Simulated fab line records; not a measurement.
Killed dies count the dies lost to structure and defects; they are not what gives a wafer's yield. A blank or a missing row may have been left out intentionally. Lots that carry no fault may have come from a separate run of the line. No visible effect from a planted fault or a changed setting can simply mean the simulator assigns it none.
fab line records	flow n5Finfet
record lots=12	wafers=36	lastDay=19
route steps=1938 shown ILD0@343 SDB@353 PASSIVATION@1936
lots untouched by any fault: they come from a run of this same line in which no faults occurred
startH: hours from the record's first day to the start of the lot's first wafer shown	waitH: time in hours since the lot's previous step	" identical to the entry in the row above	L1.1+2: one row covering several wafers at once	- either no value or no given start	* or withheld: withheld	< > ~ a bound
route shown NAME@n: names a module that has steps shown in the file, with the first one's number in the route	usual: mean/standard deviation taken from wafers without a fault	same: alike in all rows	chamber/n: place in a boat	sites: readings site by site	_std_site: their standard deviation	_edge_site: mean of outer sites minus mean of inner sites	radiusMm: how far each site lies from the wafer's centre	mask NAME#n: copy n	behind: the most recent tool/chamber to have shaped the wafer	hold: the reason the lot was held/the length of the hold in hours/how it ended	device: the transistor (n, p or np) that didn't switch	end of line: at the end of the route, the tests of the same wafers	a step with no rows: only its recipe	killed: dies lost to structure and defects at the first sort, not the wafer's yield	map: dies across one wafer; x = killed, . = not, _ = none there
set.NAME: the run value of the setting; set.NAME@STEP: its run value at that earlier step	model.NAME: the simulator's own value behind a step, which no gauge read
one table for each step of the route and one row for each wafer, over a sample of lots
services: when a tool's chamber went out of use (startH, in hours from the record's first day, below 0 if earlier), for how many hours, and the reason
## steps
# step N5_ILD0_ALD_15
# recipe material=SiNx	targetThkA=240	tempC=400	aldPrecursorFamily=SiH2I2	aldCoReactant=N2/H2-plasma	pulseTimeS=1	aldCycles=480	purgeTimeS=2	coReactantPurgeTimeS=2	pressureTorr=2
# usual heaterPowerW=833/77	precursorPulseHeightRel=1.000/0.021
# same coReactantPurgeTimeS=2
lot.wafer	tool	chamber	startH	waitH	heaterPowerW	precursorPulseHeightRel
L889.2	aldSin-03	3	64.04	0.5	880	1.004
L889.3	"	1	"	"	883	0.988
L889.5	"	1	65.13	1.2	874	0.990
L891.2	aldSin-04	2	76.75	0.8	762	1.004
L891.3	"	0	"	"	890	0.995
L891.5	"	1	77.83	1.5	700	0.995
L893.1	aldSin-04	0	87.76	0.6	889	0.999
L893.2	"	2	"	"	755	1.042
L893.6	"	2	88.84	1.1	748	1.020
L894.3	aldSin-01	2	94.33	0.4	749	1.032
L894.5	"	2	95.41	1.3	771	1.016
L894.6	"	3	"	"	916	1.016
L897.2	aldSin-03	2	111.58	0.5	929	0.980
L897.4	"	3	"	"	855	0.995
L897.5	"	0	112.67	1.2	870	0.997
L898.2	aldSin-01	2	119.11	0.5	748	0.988
L898.5	"	1	120.19	1.2	793	1.007
L898.6	"	2	"	"	747	0.987
L903.1	aldSin-04	0	146.76	0.6	896	0.991
L903.2	"	1	"	"	689	1.035
L903.4	"	2	"	"	758	0.969
L904.1	aldSin-04	0	153.48	0.6	888	0.988
L904.2	"	2	"	"	749	1.007
L904.6	"	0	154.57	1.1	909	0.994
L905.2	aldSin-04	1	162.06	0.5	706	1.031
L905.4	"	2	"	"	754	1.020
L905.6	"	3	163.15	1.1	744	0.976
L907.3	aldSin-03	0	170.73	0.4	861	1.032
L907.4	"	2	"	"	919	1.008
L907.5	"	2	171.81	1.2	913	0.960
L909.2	aldSin-01	2	183.84	0.5	727	0.982
L909.3	"	0	"	"	818	0.976
L909.5	"	0	184.93	1.2	835	0.979
L912.1	aldSin-03	0	203.41	0.7	870	0.997
L912.4	"	2	"	"	930	0.978
L912.6	"	2	204.50	1.2	926	1.011
# step N5_ILD0_THK_MEAS_13
# usual thkNm=17.2/1.1
lot.wafer	tool	chamber	startH	waitH	thkNm
L889.2	filmMetro-01	-	66.54	-	18.2
L889.3	"	-	"	"	17.4
L889.5	"	-	"	"	17.0
L891.2	filmMetro-02	-	79.24	-	16.6
L891.3	"	-	"	"	17.3
L891.5	"	-	"	"	16.3
L893.1	filmMetro-01	-	90.25	-	17.2
L893.2	"	-	"	"	17.4
L893.6	"	-	"	"	17.2
L894.3	filmMetro-01	-	96.82	-	18.4
L894.5	"	-	"	"	19.4
L894.6	"	-	"	"	19.4
L897.2	filmMetro-01	-	114.08	-	17.4
L897.4	"	-	"	"	18.0
L897.5	"	-	"	"	16.3
L898.2	filmMetro-02	-	121.60	-	17.3
L898.5	"	-	"	"	17.2
L898.6	"	-	"	"	17.0
L903.1	filmMetro-02	-	149.26	-	17.1
L903.2	"	-	"	"	17.9
L903.4	"	-	"	"	17.8
L904.1	filmMetro-02	-	155.98	-	16.4
L904.2	"	-	"	"	16.3
L904.6	"	-	"	"	16.8
L905.2	filmMetro-02	-	164.56	-	15.2
L905.4	"	-	"	"	16.2
L905.6	"	-	"	"	17.3
L907.3	filmMetro-02	-	173.22	-	17.4
L907.4	"	-	"	"	18.5
L907.5	"	-	"	"	17.7
L909.2	filmMetro-02	-	186.33	-	14.8
L909.3	"	-	"	"	14.3
L909.5	"	-	"	"	16.7
L912.1	filmMetro-02	-	205.90	-	17.3
L912.4	"	-	"	"	17.9
L912.6	"	-	"	"	17.1
# step N5_SDB_EXPOSE_08
# recipe maskId=SDB	na=1.35	sourceShape=conventional	sigmaOuter=0.5	polarization=unpolarized	doseMj=49.6
lot.wafer	tool	chamber	startH	waitH	mask
L889.2+3+5	arfiScanner-01	0	66.93	-	SDB#0
L891.2+3+5	arfiScanner-02	0	79.63	-	SDB#0
L893.1+2+6	arfiScanner-03	0	90.64	-	SDB#0
L894.3+5+6	arfiScanner-02	0	97.22	-	SDB#0
L897.2+4+5	arfiScanner-01	0	114.47	-	SDB#0
L898.2+5+6	arfiScanner-02	0	121.99	-	SDB#0
L903.1+2+4	arfiScanner-01	0	149.52	-	SDB#0
L904.1+2+6	arfiScanner-01	0	156.24	-	SDB#0
L905.2+4+6	arfiScanner-03	0	164.95	-	SDB#0
L907.3+4+5	arfiScanner-02	0	173.62	-	SDB#0
L909.2+3+5	arfiScanner-02	0	186.73	-	SDB#0
L912.1+4+6	arfiScanner-02	0	206.29	-	SDB#0
# step N5_SDB_CD_MEAS_11
# recipe targetCdNm=50	landingEnergyEv=500	detector=seInlens	polarity=opening
# usual cdNm=50.1/1
lot.wafer	tool	chamber	startH	waitH	cdNm
L889.2	cdSem-02	0	67.05	-	52.8
L889.3	"	0	"	"	51.0
L889.5	"	0	"	"	51.7
L891.2	cdSem-03	0	79.76	-	50.6
L891.3	"	0	"	"	49.5
L891.5	"	0	"	"	50.7
L893.1	cdSem-02	0	90.76	-	50.1
L893.2	"	0	"	"	51.2
L893.6	"	0	"	"	49.5
L894.3	cdSem-01	0	97.34	-	50.1
L894.5	"	0	"	"	49.3
L894.6	"	0	"	"	48.8
L897.2	cdSem-03	0	114.59	-	49.4
L897.4	"	0	"	"	50.1
L897.5	"	0	"	"	49.1
L898.2	cdSem-02	0	122.11	-	50.1
L898.5	"	0	"	"	50.2
L898.6	"	0	"	"	50.2
L903.1	cdSem-02	0	149.65	-	50.5
L903.2	"	0	"	"	50.5
L903.4	"	0	"	"	49.8
L904.1	cdSem-03	0	156.36	-	48.8
L904.2	"	0	"	"	49.2
L904.6	"	0	"	"	50.2
L905.2	cdSem-01	0	165.07	-	49.8
L905.4	"	0	"	"	49.6
L905.6	"	0	"	"	50.4
L907.3	cdSem-01	0	173.74	-	50.8
L907.4	"	0	"	"	50.1
L907.5	"	0	"	"	48.7
L909.2	cdSem-02	0	186.85	-	50.9
L909.3	"	0	"	"	50.7
L909.5	"	0	"	"	50.1
L912.1	cdSem-02	0	206.42	-	50.7
L912.4	"	0	"	"	51.7
L912.6	"	0	"	"	51.4
# step N5_SDB_OVL_MEAS_12
# recipe pointsPerWafer=44
# usual SDB_OVL=0.7/0.78
# same pointsPerWafer=44
lot.wafer	tool	chamber	startH	waitH	SDB_OVL[nm]
L889.2	overlay-01	0	67.08	0.0	2.2
L889.3	"	0	"	"	0.8
L889.5	"	0	"	"	0.4
L891.2	overlay-01	0	79.78	0.0	0.2
L891.3	"	0	"	"	1.1
L891.5	"	0	"	"	-0.6
L893.1	overlay-01	0	90.79	0.0	0.1
L893.2	"	0	"	"	0.2
L893.6	"	0	"	"	0.5
L894.3	overlay-02	0	97.37	0.0	1.7
L894.5	"	0	"	"	0.5
L894.6	"	0	"	"	1.0
L897.2	overlay-02	0	114.62	0.0	-0.1
L897.4	"	0	"	"	-1.1
L897.5	"	0	"	"	1.6
L898.2	overlay-01	0	122.14	0.0	1.2
L898.5	"	0	"	"	1.8
L898.6	"	0	"	"	0.7
L903.1	overlay-02	0	149.68	0.0	9.6
L903.2	"	0	"	"	11.0
L903.4	"	0	"	"	10.9
L904.1	overlay-02	0	156.39	0.0	9.2
L904.2	"	0	"	"	9.5
L904.6	"	0	"	"	9.4
L905.2	overlay-01	0	165.10	0.0	0.9
L905.4	"	0	"	"	-0.1
L905.6	"	0	"	"	0.5
L907.3	overlay-01	0	173.76	0.0	2.2
L907.4	"	0	"	"	0.5
L907.5	"	0	"	"	2.2
L909.2	overlay-02	0	186.88	0.0	0.7
L909.3	"	0	"	"	1.5
L909.5	"	0	"	"	1.7
L912.1	overlay-02	0	206.45	0.0	1.0
L912.4	"	0	"	"	1.1
L912.6	"	0	"	"	0.3
# step N5_PASSIVATION_PROBE_49
# usual killed_at_M0_to_M3=36/11	killed_at_M4_up=13/5.1	killedAtContacts=14/4.9	killedAtFrontEnd=41/10	killedAtOther=3.4/2.6	killedDies=107/16	killedOnRim=14/4	killedOpen=70/11	killedShort=36/7.8
# same grossDies=1180	killedAtBackSide=0
lot.wafer	tool	chamber	startH	waitH	killed_at_M0_to_M3	killed_at_M4_up	killedAtContacts	killedAtFrontEnd	killedAtOther	killedDies	killedOnRim	killedOpen	killedShort
L889.2	prober-01	-	315.37	0.1	29	15	20	39	0	103	12	48	54
L889.3	prober-01	-	315.42	0.1	33	15	14	35	1	98	20	63	35
L889.5	prober-01	-	315.52	0.2	36	14	16	30	1	97	8	64	27
L893.1	prober-01	-	333.03	0.0	34	17	8	46	1	106	15	73	32
L893.2	prober-01	-	333.08	0.1	30	8	23	30	1	92	14	65	26
L893.6	prober-01	-	333.28	0.3	37	9	21	65	4	136	20	85	50
L894.3	prober-02	-	334.78	0.1	55	11	12	30	0	108	11	79	29
L894.5	prober-02	-	334.88	0.2	33	9	16	39	2	99	14	76	22
L894.6	prober-02	-	334.93	0.3	29	16	23	26	1	95	12	60	35
L897.2	prober-01	-	340.26	0.1	43	12	18	35	2	110	14	73	37
L897.4	prober-01	-	340.36	0.2	30	10	14	19	3	76	11	52	22
L897.5	prober-01	-	340.41	0.2	27	11	14	42	4	98	14	66	30
L898.2	prober-01	-	363.81	0.1	23	20	13	53	4	113	17	63	46
L898.5	prober-01	-	363.96	0.2	27	14	14	42	2	99	16	66	32
L898.6	prober-01	-	364.01	0.3	23	6	11	47	2	89	13	59	29
L903.1	prober-01	-	416.79	0.0	30	14	5	1118	6	1173	151	66	29
L903.2	prober-01	-	416.84	0.1	42	14	12	1108	3	1179	152	83	39
L903.4	prober-01	-	416.94	0.2	49	23	7	1095	6	1180	152	87	38
L904.1	prober-02	-	423.74	0.0	21	12	7	1113	1	1154	148	50	26
L904.2	prober-02	-	423.79	0.1	41	25	24	1073	5	1168	151	80	43
L904.6	prober-02	-	423.99	0.3	44	23	12	1084	9	1172	151	65	42
L909.2	prober-01	-	438.66	0.1	35	25	14	46	6	126	21	75	47
L909.3	prober-01	-	438.71	0.1	49	27	20	34	5	135	16	83	50
L909.5	prober-01	-	438.81	0.2	17	17	14	49	4	101	12	69	31
L912.1	prober-01	-	465.15	0.1	53	18	8	38	0	117	18	67	45
L912.4	prober-01	-	465.30	0.2	35	17	13	28	0	93	10	65	26
L912.6	prober-01	-	465.40	0.3	30	13	11	51	3	108	17	63	36
# killed by level:class
L889.2 MOL_CONTACT_COAG:geometricParticle:open=11 GATE_CUT:geometricParticle:short=10 MOL_CONTACT_COAG:geometricParticle:short=9 FIN_SAQP:geometricParticle:short=7 BEOL_M0_SAQP:geometricParticle:short=6 BEOL_M3:geometricParticle:open=6 BEOL_M5:geometricParticle:short=5 BEOL_M0_SAQP:geometricParticle:open=4
L889.3 MOL_CONTACT_COAG:geometricParticle:open=11 BEOL_M0_SAQP:geometricParticle:short=7 STARTING-WAFER:geometricParticle:open=7 STI_FIN_REVEAL:geometricParticle:open=6 BEOL_M2:geometricParticle:short=6 FIN_SAQP:geometricParticle:short=5 BEOL_M4:geometricParticle:open=5 BEOL_M0_SAQP:geometricParticle:open=5
L889.5 MOL_CONTACT_COAG:geometricParticle:open=13 BEOL_M3:geometricParticle:open=8 BEOL_M2:geometricParticle:open=8 BEOL_M4:geometricParticle:open=7 BEOL_M0_SAQP:geometricParticle:short=7 BEOL_M0_SAQP:geometricParticle:open=5 HKMG_FIN:areaEtch=5 FIN_SAQP:geometricParticle:short=4
L893.1 STI_FIN_REVEAL:geometricParticle:open=14 BEOL_M4:geometricParticle:open=9 DUMMY_GATE:geometricParticle:open=7 BEOL_M2:geometricParticle:open=7 MOL_CONTACT_COAG:geometricParticle:open=6 FIN_SAQP:geometricParticle:open=5 BEOL_M0_SAQP:geometricParticle:short=5 ILD0:geometricParticle:open=4
L893.2 MOL_CONTACT_COAG:geometricParticle:open=18 FIN_SAQP:geometricParticle:open=8 BEOL_M0_SAQP:geometricParticle:short=7 BEOL_M3:geometricParticle:open=7 BEOL_M4:geometricParticle:open=6 GATE_CUT:geometricParticle:open=5 MOL_CONTACT_COAG:geometricParticle:short=5 BEOL_M0_SAQP:geometricParticle:open=5
L893.6 STI_FIN_REVEAL:geometricParticle:open=22 MOL_CONTACT_COAG:geometricParticle:open=14 FIN_SAQP:geometricParticle:open=13 BEOL_M0_SAQP:geometricParticle:short=9 BEOL_M0_SAQP:geometricParticle:open=8 FIN_SAQP:geometricParticle:short=7 MOL_CONTACT_COAG:geometricParticle:short=7 GATE_CUT:geometricParticle:open=5
L894.3 BEOL_M0_SAQP:geometricParticle:open=21 BEOL_M0_SAQP:geometricParticle:short=13 STI_FIN_REVEAL:geometricParticle:open=12 MOL_CONTACT_COAG:geometricParticle:open=12 BEOL_M3:geometricParticle:open=8 BEOL_M2:geometricParticle:open=6 BEOL_M3:geometricParticle:short=4 FIN_SAQP:geometricParticle:open=3
L894.5 MOL_CONTACT_COAG:geometricParticle:open=14 STI_FIN_REVEAL:geometricParticle:open=12 FIN_SAQP:geometricParticle:open=11 BEOL_M3:geometricParticle:open=9 BEOL_M2:geometricParticle:open=6 BEOL_M0_SAQP:geometricParticle:open=5 STI_FIN_REVEAL:geometricParticle:short=4 GATE_CUT:geometricParticle:short=4
L894.6 MOL_CONTACT_COAG:geometricParticle:open=17 STI_FIN_REVEAL:geometricParticle:open=12 BEOL_M0_SAQP:geometricParticle:short=8 MOL_CONTACT_COAG:geometricParticle:short=6 BEOL_M3:geometricParticle:open=6 BEOL_M0_SAQP:geometricParticle:open=5 BEOL_M4:geometricParticle:open=5 STI_FIN_REVEAL:geometricParticle:short=3
L897.2 MOL_CONTACT_COAG:geometricParticle:open=16 BEOL_M0_SAQP:geometricParticle:short=14 FIN_SAQP:geometricParticle:open=13 BEOL_M0_SAQP:geometricParticle:open=8 BEOL_M2:geometricParticle:open=8 FIN_SAQP:geometricParticle:short=5 STI_FIN_REVEAL:geometricParticle:open=5 BEOL_M1:geometricParticle:open=5
L897.4 MOL_CONTACT_COAG:geometricParticle:open=10 BEOL_M1:geometricParticle:open=8 STI_FIN_REVEAL:geometricParticle:open=7 BEOL_M3:geometricParticle:open=7 MOL_CONTACT_COAG:geometricParticle:short=4 BEOL_M0_SAQP:geometricParticle:open=4 BEOL_M2:geometricParticle:open=4 BEOL_M4:geometricParticle:open=4
L897.5 STI_FIN_REVEAL:geometricParticle:open=18 MOL_CONTACT_COAG:geometricParticle:open=11 FIN_SAQP:geometricParticle:short=7 BEOL_M0_SAQP:geometricParticle:short=6 BEOL_M1:geometricParticle:open=6 BEOL_M3:geometricParticle:open=5 DUMMY_GATE:geometricParticle:open=3 GATE_CUT:geometricParticle:short=3
L898.2 STI_FIN_REVEAL:geometricParticle:open=21 MOL_CONTACT_COAG:geometricParticle:open=10 BEOL_M4:geometricParticle:open=10 BEOL_M2:geometricParticle:short=7 FIN_SAQP:geometricParticle:short=6 GATE_CUT:geometricParticle:short=6 STI_FIN_REVEAL:geometricParticle:short=5 BEOL_M3:geometricParticle:open=5
L898.5 BEOL_M3:geometricParticle:open=12 MOL_CONTACT_COAG:geometricParticle:open=10 FIN_SAQP:geometricParticle:open=8 FIN_SAQP:geometricParticle:short=8 DUMMY_GATE:geometricParticle:open=6 BEOL_M4:geometricParticle:open=6 STI_FIN_REVEAL:geometricParticle:open=4 GATE_CUT:geometricParticle:short=4
L898.6 FIN_SAQP:geometricParticle:open=11 STI_FIN_REVEAL:geometricParticle:open=10 MOL_CONTACT_COAG:geometricParticle:open=10 BEOL_M3:geometricParticle:short=9 FIN_SAQP:geometricParticle:short=4 BEOL_M3:geometricParticle:open=4 BEOL_M1:geometricParticle:open=4 STI_FIN_REVEAL:geometricParticle:short=3
L903.1 SDB:overlay=1077 FIN_SAQP:geometricParticle:open=16 BEOL_M0_SAQP:geometricParticle:open=11 BEOL_M2:geometricParticle:open=7 BEOL_M4:geometricParticle:open=7 FIN_SAQP:geometricParticle:short=6 STI_FIN_REVEAL:geometricParticle:open=6 MOL_CONTACT_COAG:geometricParticle:open=5
L903.2 SDB:overlay=1056 FIN_SAQP:geometricParticle:open=25 BEOL_M3:geometricParticle:open=11 MOL_CONTACT_COAG:geometricParticle:open=10 BEOL_M0_SAQP:geometricParticle:short=7 FIN_SAQP:geometricParticle:short=6 GATE_CUT:geometricParticle:short=6 BEOL_M0_SAQP:geometricParticle:open=6
L903.4 SDB:overlay=1055 BEOL_M0_SAQP:geometricParticle:open=16 FIN_SAQP:geometricParticle:open=15 BEOL_M4:geometricParticle:open=15 BEOL_M1:geometricParticle:open=10 BEOL_M0_SAQP:geometricParticle:short=9 FIN_SAQP:geometricParticle:short=8 MOL_CONTACT_COAG:geometricParticle:open=6
L904.1 SDB:overlay=1078 STI_FIN_REVEAL:geometricParticle:open=11 BEOL_M0_SAQP:geometricParticle:open=7 FIN_SAQP:geometricParticle:open=5 MOL_CONTACT_COAG:geometricParticle:open=5 BEOL_M0_SAQP:geometricParticle:short=5 BEOL_M1:geometricParticle:open=4 GATE_CUT:geometricParticle:short=3
L904.2 SDB:overlay=1043 MOL_CONTACT_COAG:geometricParticle:open=21 BEOL_M0_SAQP:geometricParticle:short=15 BEOL_M0_SAQP:geometricParticle:open=10 STI_FIN_REVEAL:geometricParticle:open=8 BEOL_M4:geometricParticle:open=6 BEOL_M1:geometricParticle:open=5 BEOL_M2:geometricParticle:open=5
L904.6 SDB:overlay=1065 BEOL_M0_SAQP:geometricParticle:short=13 BEOL_M0_SAQP:geometricParticle:open=13 BEOL_M2:geometricParticle:open=8 BEOL_M5:geometricParticle:open=8 MOL_CONTACT_COAG:geometricParticle:open=7 BEOL_M5:geometricParticle:short=6 MOL_CONTACT_COAG:geometricParticle:short=5
L909.2 FIN_SAQP:geometricParticle:short=11 MOL_CONTACT_COAG:geometricParticle:open=11 BEOL_M0_SAQP:geometricParticle:open=8 STI_FIN_REVEAL:geometricParticle:open=7 BEOL_M3:geometricParticle:open=7 BEOL_M4:geometricParticle:open=7 DUMMY_GATE:geometricParticle:open=6 FIN_SAQP:geometricParticle:open=5
L909.3 MOL_CONTACT_COAG:geometricParticle:open=13 BEOL_M0_SAQP:geometricParticle:short=12 BEOL_M4:geometricParticle:open=11 BEOL_M1:geometricParticle:open=10 BEOL_M2:geometricParticle:open=8 MOL_CONTACT_COAG:geometricParticle:short=7 BEOL_M3:geometricParticle:open=7 FIN_SAQP:geometricParticle:short=6
L909.5 STI_FIN_REVEAL:geometricParticle:open=20 GATE_CUT:geometricParticle:short=11 MOL_CONTACT_COAG:geometricParticle:open=11 BEOL_M5:geometricParticle:open=6 BEOL_M0_SAQP:geometricParticle:short=5 BEOL_M4:geometricParticle:open=5 GATE_CUT:geometricParticle:open=4 BEOL_M0_SAQP:geometricParticle:open=4
L912.1 BEOL_M0_SAQP:geometricParticle:short=19 BEOL_M0_SAQP:geometricParticle:open=14 BEOL_M2:geometricParticle:open=8 MOL_CONTACT_COAG:geometricParticle:open=6 STI_FIN_REVEAL:geometricParticle:open=5 DUMMY_GATE:geometricParticle:open=5 BEOL_M5:geometricParticle:short=5 BEOL_M4:geometricParticle:open=5
L912.4 BEOL_M1:geometricParticle:open=12 MOL_CONTACT_COAG:geometricParticle:open=10 BEOL_M4:geometricParticle:open=7 DUMMY_GATE:geometricParticle:open=6 BEOL_M0_SAQP:geometricParticle:open=6 BEOL_M3:geometricParticle:open=5 BEOL_M0_SAQP:geometricParticle:short=5 FIN_SAQP:geometricParticle:short=4
L912.6 DUMMY_GATE:geometricParticle:open=14 MOL_CONTACT_COAG:geometricParticle:open=9 BEOL_M0_SAQP:geometricParticle:open=9 BEOL_M1:geometricParticle:open=7 HKMG_FIN:areaEtch=6 FIN_SAQP:geometricParticle:open=4 FIN_SAQP:geometricParticle:short=4 BEOL_M5:geometricParticle:short=4
## services
tool	chamber	startH	hours	kind
arfiScanner-03	-	43.35	1.3	pm
arfiScanner-01	-	47.02	1.3	pm
arfiScanner-01	-	48.32	0.8	pm
arfiScanner-01	-	69.08	8.4	repair
arfiScanner-02	-	71.85	3.9	pm
aldSin-01	-	78.41	0.9	repair
arfiScanner-02	-	83.96	0.6	repair
arfiScanner-02	-	99.34	1.3	pm
arfiScanner-01	-	105.80	1.0	pm
arfiScanner-02	-	119.97	1.0	pm
arfiScanner-01	-	121.57	3.1	pm
aldSin-03	3	134.81	2.6	repair
arfiScanner-01	-	142.27	1.3	pm
arfiScanner-01	-	150.81	0.8	pm
aldSin-04	-	164.23	2.8	pm
arfiScanner-01	-	175.94	3.9	pm
aldSin-01	-	177.63	0.8	pm
aldSin-04	-	177.68	14.0	pm
arfiScanner-02	-	179.39	0.8	pm
arfiScanner-02	-	189.19	1.3	repair
arfiScanner-02	-	192.61	3.2	repair
arfiScanner-01	-	199.93	0.8	pm
aldSin-04	-	202.99	58.4	repair
aldSin-01	2	206.22	3.8	repair
## key
firstSign step=N5_SDB_OVL_MEAS_12	reading=SDB_OVL	direction=up	sigmas=12	usual=0.7	struck=9.9
effect step=N5_PASSIVATION_PROBE_49	reading=killedAtFrontEnd	direction=up	sigmas=99+	usual=41	struck=1098
moreKillsBornAt N5_SDB_EXPOSE_08@arfiScanner-01=6374
metAt N5_SDB_EXPOSE_08
struckLots L903,L904
testerLeftOut L903,L904
notActingAt N5_ILD0_ALD_15,N5_ILD0_THK_MEAS_13,N5_SDB_CD_MEAS_11
onsetBetween 114.47 149.52
fault kind=scannerMatchingOverlay	tool=arfiScanner-01	chamber=-	onsetH=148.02	steps=N5_SDB_EXPOSE_08	offset=9.5414
# testerLeftOut: of these lots the tester's yield and bins aren't shown, on N5 and GAA mostly nor the transistor test; their killed dies are dies lost to structure and defects alone, not to doping, threshold or leakage, so they don't give the yield
